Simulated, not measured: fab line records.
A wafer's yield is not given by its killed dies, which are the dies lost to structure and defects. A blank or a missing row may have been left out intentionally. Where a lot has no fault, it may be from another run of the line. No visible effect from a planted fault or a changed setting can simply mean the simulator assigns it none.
Matching of chambers | flow nandHarc | cmp-01 running NHARC_P_CONTACT_CMP_01: 4 sister chambers
The step polishes SiO2, target thk 200 nm. 18 wafers are shown with their chamber, then 9 later ones without.

WAFERS PAIRED WITH THEIR CHAMBERS
wafer  | chamber | motorCurrentA (A) | slurryFilterDpKPa (kPa)
L074.1 | 3       | 13.3              | 13.41
L074.3 | 2       | 13.8              | 13.53
L074.4 | 1       | 12.9              | 13.52
L077.1 | 1       | 12.1              | 13.68
L077.3 | 3       | 13.1              | 13.41
L077.4 | 0       | 11.5              | 13.58
L078.2 | 3       | 12.6              | 13.45
L078.3 | 0       | 11.5              | 13.49
L078.5 | 1       | 12.9              | 13.62
L079.3 | 2       | 13.8              | 13.52
L079.4 | 0       | 11.4              | 13.28
L079.6 | 1       | 12.4              | 13.60
L085.2 | 1       | 12.6              | 13.52
L085.3 | 3       | 12.9              | 13.60
L085.6 | 1       | 12.3              | 13.38
L086.1 | 1       | 12.8              | 13.43
L086.5 | 0       | 11.8              | 13.37
L086.6 | 3       | 12.9              | 13.64

SIGNATURES (averages over the wafers above)
reading           | chamber 0 | chamber 1 | chamber 2 | chamber 3 | scatter within a chamber
motorCurrentA     | 11.550    | 12.571    | 13.800    | 12.960    | 0.261
slurryFilterDpKPa | 13.4300   | 13.5357   | 13.5250   | 13.5020   | 0.11
Rule: for a wafer and a chamber, the distance is found by dividing, reading by reading, the gap between the wafer's reading and the chamber's mean by the reading's scatter, squaring, summing and taking the root. The wafer belongs to the nearest chamber; if the next one is less than 2 further off, it can't be placed. The scatter: take each reading less its chamber's mean, square it, sum over the shown wafers, divide by the number of wafers less the number of chambers, and take the root.

WAFERS MISSING THEIR CHAMBER
wafer  | motorCurrentA (A) | slurryFilterDpKPa (kPa)
L088.1 | 11.2              | 13.27
L088.2 | 13.1              | 13.69
L088.4 | 13.3              | 13.52
L092.2 | 11.2              | 13.36
L092.4 | 13.4              | 13.72
L092.5 | 13.9              | 13.16
L094.3 | 12.2              | 13.36
L094.4 | 12.0              | 13.65
L094.5 | 12.7              | 13.47

EACH ONE'S CHAMBER
wafer  | from the rows above          | in truth
L088.1 | 0                            | 0
L088.2 | can't be placed: 3 or 1 or 2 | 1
L088.4 | can't be placed: 3 or 2 or 1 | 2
L092.2 | 0                            | 0
L092.4 | can't be placed: 2 or 3 or 1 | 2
L092.5 | can't be placed: 2 or 3      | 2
L094.3 | can't be placed: 1 or 0 or 3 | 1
L094.4 | can't be placed: 1 or 0 or 3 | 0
L094.5 | can't be placed: 1 or 3      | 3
Correct placement for 2 of the 9. Not placeable from these rows: 7 (in 7, the candidates include the true chamber). Wrongly placed: 0.
